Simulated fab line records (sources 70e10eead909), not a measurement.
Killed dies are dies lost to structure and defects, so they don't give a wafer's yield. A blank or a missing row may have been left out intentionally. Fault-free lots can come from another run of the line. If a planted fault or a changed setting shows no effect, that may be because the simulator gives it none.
Which tool did it? :: flow nand-harc :: 24 lots with 72 wafers sampled at 2 steps, on a route of 1159 steps

## WHAT EACH GAUGE READ, for each wafer
NHARC_A_CONTACT_CD_MEAS_53.
lot: L075
measured: day 16 10:34
on: cd-sem-01
cd-nm (nm): 190.3 190.4 190.3

lot: L074
measured: day 16 14:18
on: cd-sem-01
cd-nm (nm): 190.2 190.0 189.8

lot: L076
measured: day 16 20:15
on: cd-sem-01
cd-nm (nm): 189.6 189.5 189.0

lot: L077
measured: day 16 20:58
on: cd-sem-01
cd-nm (nm): 188.9 188.5 189.0

lot: L078
measured: day 17 22:53
on: cd-sem-01
cd-nm (nm): 189.4 188.3 189.2

lot: L079
measured: day 17 23:50
on: cd-sem-03
cd-nm (nm): 189.1 189.6 189.6

lot: L080
measured: day 18 03:17
on: cd-sem-02
cd-nm (nm): 188.5 189.2 189.0

lot: L082
measured: day 18 12:34
on: cd-sem-03
cd-nm (nm): 189.3 189.4 189.5

lot: L083
measured: day 18 14:38
on: cd-sem-03
cd-nm (nm): 190.2 189.7 189.9

lot: L081
measured: day 18 19:26
on: cd-sem-03
cd-nm (nm): 189.4 189.9 188.4

lot: L086
measured: day 19 06:02
on: cd-sem-03
cd-nm (nm): 189.9 189.7 189.9

lot: L084
measured: day 19 08:43
on: cd-sem-03
cd-nm (nm): 189.7 190.0 189.6

lot: L085
measured: day 19 13:29
on: cd-sem-01
cd-nm (nm): 189.8 189.7 190.2

lot: L087
measured: day 19 18:34
on: cd-sem-03
cd-nm (nm): 189.3 188.8 189.4

lot: L089
measured: day 20 00:26
on: cd-sem-03
cd-nm (nm): 188.7 189.5 189.1

lot: L088
measured: day 20 01:08
on: cd-sem-01
cd-nm (nm): 190.9 190.4 191.1

lot: L090
measured: day 20 18:35
on: cd-sem-01
cd-nm (nm): 190.3 190.1 190.0

lot: L093
measured: day 20 21:46
on: cd-sem-02
cd-nm (nm): 190.4 190.4 190.6

lot: L091
measured: day 21 01:35
on: cd-sem-01
cd-nm (nm): 188.5 189.1 189.0

lot: L094
measured: day 21 16:04
on: cd-sem-01
cd-nm (nm): 189.5 190.0 190.0

lot: L092
measured: day 21 19:19
on: cd-sem-02
cd-nm (nm): 189.9 189.7 189.3

lot: L095
measured: day 21 22:05
on: cd-sem-03
cd-nm (nm): 189.4 189.4 189.9

lot: L096
measured: day 22 02:50
on: cd-sem-03
cd-nm (nm): 189.1 189.0 189.3

lot: L097
measured: day 22 08:07
on: cd-sem-01
cd-nm (nm): 190.6 190.2 190.3

NHARC_A_CONTACT_INSPECT_71.
lot: L075
measured: day 16 19:26
on: defect-inspect-02
raw-defect-count: 31 22 41

lot: L074
measured: day 16 20:59
on: defect-inspect-01
raw-defect-count: 18 28 23

lot: L076
measured: day 17 00:37
on: defect-inspect-01
raw-defect-count: 19 27 22

lot: L077
measured: day 17 02:03
on: defect-inspect-02
raw-defect-count: 23 18 24

lot: L078
measured: day 18 03:38
on: defect-inspect-02
raw-defect-count: 9 3 9

lot: L079
measured: day 18 06:47
on: defect-inspect-02
raw-defect-count: 21 29 19

lot: L080
measured: day 18 08:29
on: defect-inspect-02
raw-defect-count: 34 18 25

lot: L082
measured: day 18 17:02
on: defect-inspect-02
raw-defect-count: 36 36 39

lot: L083
measured: day 18 18:54
on: defect-inspect-01
raw-defect-count: 23 24 32

lot: L081
measured: day 18 22:52
on: defect-inspect-02
raw-defect-count: 19 42 22

lot: L086
measured: day 19 09:54
on: defect-inspect-02
raw-defect-count: 33 40 28

lot: L084
measured: day 19 12:17
on: defect-inspect-01
raw-defect-count: 14 16 19

lot: L085
measured: day 19 18:38
on: defect-inspect-01
raw-defect-count: 32 29 45

lot: L087
measured: day 19 23:43
on: defect-inspect-01
raw-defect-count: 41 53 52

lot: L089
measured: day 20 04:05
on: defect-inspect-02
raw-defect-count: 51 45 49

lot: L088
measured: day 20 04:42
on: defect-inspect-01
raw-defect-count: 31 39 34

lot: L090
measured: day 20 23:29
on: defect-inspect-02
raw-defect-count: 28 20 31

lot: L093
measured: day 21 01:37
on: defect-inspect-01
raw-defect-count: 49 46 65

lot: L091
measured: day 21 08:00
on: defect-inspect-01
raw-defect-count: 13 15 15

lot: L094
measured: day 21 20:20
on: defect-inspect-02
raw-defect-count: 28 14 12

lot: L092
measured: day 22 00:56
on: defect-inspect-01
raw-defect-count: 14 15 20

lot: L095
measured: day 22 01:37
on: defect-inspect-01
raw-defect-count: 67 65 55

lot: L096
measured: day 22 06:25
on: defect-inspect-02
raw-defect-count: 59 62 52

lot: L097
measured: day 22 12:09
on: defect-inspect-02
raw-defect-count: 24 20 22

## EACH LOT AND THE TOOL THAT RAN IT (in order: tool; ch and the chambers of the sampled wafers; start)
The record holds no process step before these readings.

## AS READ BY THE TOOLS THEMSELVES (means over the sampled wafers that have a number; for cases with no such wafer, the mark the record gives instead)
The record holds no such reading with a usual standard deviation.

## THE ANSWER, worked out from the rows above alone
Rule: what is usual is taken from the lots themselves. The widest of any qualifying gaps counts: lots, ordered by their means at a reading, are off when they make up no more than a third of the lots, leave a main group of 4 or more, and stand apart from it by 3 or more times the standard deviation of that group's means. If all means in a main group match to the digits the tables above print for the reading, that group is not used. Also off: a lot with no number at a reading for which 4 or more lots have one. Where the step has rows for the other lots, those lots are counted as sound. The gauges are gone through in route order, then the tools' own readings, and for those a lot's mean is taken as printed above. At the first step where some lot is off, the reading lying furthest off is the one used; lots without a number count as furthest.
None of the lots is off at any reading shown; this tells nothing.

## WHAT THE SIMULATOR PUT IN
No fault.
